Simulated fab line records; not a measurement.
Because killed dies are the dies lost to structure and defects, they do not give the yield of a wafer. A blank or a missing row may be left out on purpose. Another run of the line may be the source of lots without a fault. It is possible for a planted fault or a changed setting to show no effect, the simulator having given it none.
Which tool was responsible? / flow n5 finfet / 21 wafers from 7 lots sampled at 4 of the route's 1938 steps

WHAT EACH GAUGE READ, for each wafer
N5_MIM_TOP_LITHO_CD_MEAS_08: target cd 2000 nm.
lot=L546; measured=day 12 04:23; on=cd sem-01; cd nm (nm)=1998.2 1998.5 1998.1
lot=L552; measured=day 13 15:34; on=cd sem-02; cd nm (nm)=- - -
lot=L559; measured=day 15 03:00; on=cd sem-03; cd nm (nm)=2002.9 2000.1 2001.3
lot=L561; measured=day 15 13:42; on=cd sem-01; cd nm (nm)=1997.2 1997.3 1995.8
lot=L565; measured=day 16 14:34; on=cd sem-02; cd nm (nm)=2000.0 1999.5 1999.7
lot=L564; measured=day 16 18:07; on=cd sem-02; cd nm (nm)=1999.6 2000.4 1996.5
lot=L568; measured=day 17 23:14; on=cd sem-03; cd nm (nm)=2001.1 2001.6 2002.7

WHICH TOOL RAN EACH LOT (tool, then ch and the chambers of the sampled wafers, then the start)
lot=L546; N5_BEOL_M15_SPUTTER_44=pvd sputter-03, day 11 22:41; N5_MIM_TOP_ALD_00=ald hk-03 ch 0,3, day 12 01:16; N5_MIM_TOP_LITHO_EXPOSE_05=krf scanner-01 ch 0, day 12 04:12
lot=L552; N5_BEOL_M15_SPUTTER_44=pvd sputter-03, day 13 10:23; N5_MIM_TOP_ALD_00=ald hk-02 ch 0,1,2, day 13 13:51; N5_MIM_TOP_LITHO_EXPOSE_05=krf scanner-01, day 13 15:23
lot=L559; N5_BEOL_M15_SPUTTER_44=pvd sputter-01, day 14 22:11; N5_MIM_TOP_ALD_00=ald hk-03 ch 0,2,3, day 15 01:27; N5_MIM_TOP_LITHO_EXPOSE_05=krf scanner-01 ch 0, day 15 02:49
lot=L561; N5_BEOL_M15_SPUTTER_44=pvd sputter-02, day 15 08:28; N5_MIM_TOP_ALD_00=ald hk-02 ch 2,3, day 15 12:08; N5_MIM_TOP_LITHO_EXPOSE_05=krf scanner-02 ch 0, day 15 13:31
lot=L565; N5_BEOL_M15_SPUTTER_44=pvd sputter-02, day 16 10:48; N5_MIM_TOP_ALD_00=ald hk-01 ch 0,2,3, day 16 13:40; N5_MIM_TOP_LITHO_EXPOSE_05=krf scanner-01 ch 0, day 16 14:24
lot=L564; N5_BEOL_M15_SPUTTER_44=pvd sputter-03, day 16 13:05; N5_MIM_TOP_ALD_00=ald hk-03 ch 1,3, day 16 17:01; N5_MIM_TOP_LITHO_EXPOSE_05=krf scanner-01 ch 0, day 16 17:56
lot=L568; N5_BEOL_M15_SPUTTER_44=pvd sputter-03, day 17 15:34; N5_MIM_TOP_ALD_00=ald hk-01 ch 1,2, day 17 21:58; N5_MIM_TOP_LITHO_EXPOSE_05=krf scanner-01 ch 0, day 17 23:04
- N5_BEOL_M15_SPUTTER_44: material Ta, target thk 15 nm, time 24.19 s.
- N5_MIM_TOP_ALD_00: deposits Al2O3, purge time 3 s, co reactant pulse time 3 s.
- N5_MIM_TOP_LITHO_EXPOSE_05: exposes mask MIM TOP, target cd 2000 nm.

THE ANSWER, worked out from the rows above alone
Rule: what is usual is taken from the lots themselves. The widest of any qualifying gaps counts: lots, ordered by their means at a reading, are off when they make up no more than a third of the lots, leave a main group of 4 or more, and stand apart from it by 3 or more times the standard deviation of that group's means. The tables above print the reading to a certain number of digits; a main group whose means all agree to those digits is not used. A lot without any number at a reading at which 4 lots or more have one is off too. All remaining lots with rows at the step are treated as sound.
Off, at N5_MIM_TOP_LITHO_CD_MEAS_08 on cd nm: L552. Without a number there: L552. Main group: mean 1999.5 nm, sd 1.8.
If a tool, at a process step before that reading, ran all the lots that are off and no sound lot after the first of them, it fits. Gauges at N5_MIM_TOP_LITHO_CD_MEAS_08: tried the same way as those tools. Not one of the candidates tried fits.

WHAT THE SIMULATOR PUT IN
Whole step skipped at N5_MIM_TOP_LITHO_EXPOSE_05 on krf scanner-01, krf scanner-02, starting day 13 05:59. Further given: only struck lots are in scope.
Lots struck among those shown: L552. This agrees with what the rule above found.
